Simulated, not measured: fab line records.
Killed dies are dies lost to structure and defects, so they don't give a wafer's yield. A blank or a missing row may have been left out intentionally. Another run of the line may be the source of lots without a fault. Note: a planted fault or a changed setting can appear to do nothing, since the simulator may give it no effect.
Struck lot and sound lot, side by side    flow nand-harc    38 steps out of a route of 1302
Sound: wafers L994.3, L994.5, L994.6. Wafers struck: L107.3, L107.5, L107.6. The cause is given at the end.
Per side, at each step with rows, come the tool, then ch with its chambers, and then its first start. Under that, the readings that differ: sound wafers    struck wafers    difference of the means    sigmas: that difference in standard deviations of wafers without a fault.
alike: same words and numbers on both sides, and readings whose means sit less than 2 such deviations apart. not compared: any withheld reading, any reading some wafer has no value for, any bound like >300 that may hide the same value, and any number with overlapping values for which the record gives no deviation.
The two part at a step that has a row with sigmas, a row that says differs or no value, or rows on one side only. Numbers that don't overlap but have no deviation are shown without sigmas and don't part them. A reading missing from all wafers of one side parts the sides only when that side holds two or more wafers.

first, 6 steps without rows for these wafers: NHARC_A_CHANNEL_FILL_D2_ETCHBACK_20 (etches the open film in C4F8/O2/Ar, target depth 27 nm, time 13.5 s); NHARC_A_CHANNEL_FILL_D2_STRIP_28 (strips in O2, time 20 s); NHARC_A_CHANNEL_FILL_D2_PRECLEAN_21 (cleans in dHF, time 30 s); NHARC_A_CHANNEL_FILL_D2_SRD_23; NHARC_A_CHANNEL_FILL_D2_CVD_05 (deposits poly-Si, target thk 5 nm); NHARC_A_CHANNEL_FILL_D2_ANNEAL_22 (time 7200 s).
NHARC_A_CHANNEL_FILL_D2_ALD_25: deposits SiOx, target thk 60 nm, pulse time 10 s, ald cycles 600.
  sound on ald-hk-02 ch 2,3, day 17 20:44; struck on ald-hk-02 ch 0,1,2, day 23 03:12
reading                     sound              struck             difference  sigmas
precursor-pulse-height-rel  1.021 0.997 1.023  0.939 0.994 0.972  -0.045      -2
  alike: heater-power-w
then, 4 steps without rows for these wafers: NHARC_A_CHANNEL_FILL_D2_ETCHBACK_08 (etches the open film in C4F8, target depth 220 nm, time 110 s); NHARC_A_CHANNEL_FILL_D2_STRIP_29 (strips in O2, time 20 s); NHARC_A_CHANNEL_FILL_D2_PRECLEAN_30 (cleans in dHF, time 30 s); NHARC_A_CHANNEL_FILL_D2_SRD_31.
NHARC_A_CHANNEL_FILL_D2_CVD_09: deposits poly-Si, target thk 150 nm, time 3000 s.
  sound on lpcvd-poly-03 ch 0, day 18 05:42; struck on lpcvd-poly-03 ch 0, day 23 09:25
  alike: spike-tc-lower-C, zone-power-bottom-pct, zone-power-top-pct, zone-power-upper-pct
then, 13 steps without rows for these wafers: NHARC_A_CHANNEL_FILL_D2_CMP_10 (polishes, target thk 150 nm); NHARC_A_CHANNEL_FILL_D2_SRD_12; NHARC_A_CHANNEL_FILL_D2_RTA_24 (time 5 s); NHARC_A_STAIRCASE_DEP_156 (deposits SiNx, target thk 50 nm); NHARC_A_STAIRCASE_DEHYDRATE_158 (time 120 s); NHARC_A_STAIRCASE_HMDS_159 (time 30 s); NHARC_A_STAIRCASE_COAT_160; NHARC_A_STAIRCASE_SOFTBAKE_161 (time 170 s); NHARC_A_STAIRCASE_EBR_162; NHARC_A_STAIRCASE_EXPOSE_163 (exposes mask STAIR OPEN); NHARC_A_STAIRCASE_PEB_164 (peb time 130 s); NHARC_A_STAIRCASE_DEVELOP_165 (time 140 s); NHARC_A_STAIRCASE_HARDBAKE_167 (time 140 s).
NHARC_A_STAIRCASE_DESCUM_168: chemistry O2, time 3 s.
  sound on rie-diel-08 ch 0,2,3, day 18 10:35; struck on rie-diel-12 ch 1,2, day 23 14:27
  alike: drypump-motor-current-A, mfc-ar-sccm, o2-flow-sccm, oes-product-au, rf-vpp-V, showerhead-plenum-p-Torr, throttle-valve-pct
  not compared: rf-hours-counter-h
NHARC_A_STAIRCASE_ETCH_169: etches the open film in CH3F/O2, target depth 50 nm, time 107.1 s.
  sound on rie-diel-08 ch 0,3, day 18 10:39; struck on rie-diel-12 ch 0,1,2, day 23 14:34
  alike: drypump-motor-current-A, mfc-ar-sccm, o2-flow-sccm, oes-product-au, rf-vpp-V, showerhead-plenum-p-Torr, throttle-valve-pct
  not compared: rf-hours-counter-h
NHARC_A_STAIRCASE_ETCH_170: etches the open film in C4F6/O2, target depth 200 nm, time 66.667 s.
  sound: rie-diel-08 ch 2,3; struck: rie-diel-12 ch 0,1
reading                sound              struck             difference  sigmas
oes-product-au (a.u.)  0.985 0.977 0.988  0.949 0.973 0.945  -0.028      -2
  alike: drypump-motor-current-A, mfc-ar-sccm, o2-flow-sccm, rf-vpp-V, showerhead-plenum-p-Torr, throttle-valve-pct
  not compared: rf-hours-counter-h
NHARC_A_STAIRCASE_STRIP_171: strips in O2.
  sound on plasma-asher-02 ch 0,1, day 18 10:59; struck on plasma-asher-01 ch 0,1, day 23 14:56
  alike: drypump-motor-current-A, heater-power-w
  not compared: rf-hours-counter-h
then, 8 steps without rows for these wafers: NHARC_A_STAIRCASE_STRIP_172 (strips in SPM, time 900 s); NHARC_A_STAIRCASE_PRECLEAN_173 (cleans in SC1); NHARC_A_STAIRCASE_SRD_174; NHARC_A_STAIRCASE_DEHYDRATE_01 (time 120 s); NHARC_A_STAIRCASE_HMDS_02 (time 30 s); NHARC_A_STAIRCASE_COAT_03; NHARC_A_STAIRCASE_SOFTBAKE_04 (time 170 s); NHARC_A_STAIRCASE_EBR_05.
-- the record jumps here: 9 days lie between the struck wafers' starts before and after (it left off in module A_STAIRCASE and takes up again in module END, whose first step shown is number 1302 of the route) --
NHARC_END_SORT_01:
  sound on prober-02 ch 0, day 27 12:45; struck on prober-01 ch 0, day 32 22:01
reading          sound     struck       difference  sigmas
killed-at-array  41 38 35  147 157 170  +120        +7
killed-dies      42 42 38  149 161 172  +120        +7
  alike: killed-at-other, killed-at-periphery, killed-open, killed-short

## WHERE THEY PART
Last at NHARC_END_SORT_01 as far as this record goes, first at NHARC_A_CHANNEL_FILL_D2_ALD_25.

WHY: the cause the simulator had injected
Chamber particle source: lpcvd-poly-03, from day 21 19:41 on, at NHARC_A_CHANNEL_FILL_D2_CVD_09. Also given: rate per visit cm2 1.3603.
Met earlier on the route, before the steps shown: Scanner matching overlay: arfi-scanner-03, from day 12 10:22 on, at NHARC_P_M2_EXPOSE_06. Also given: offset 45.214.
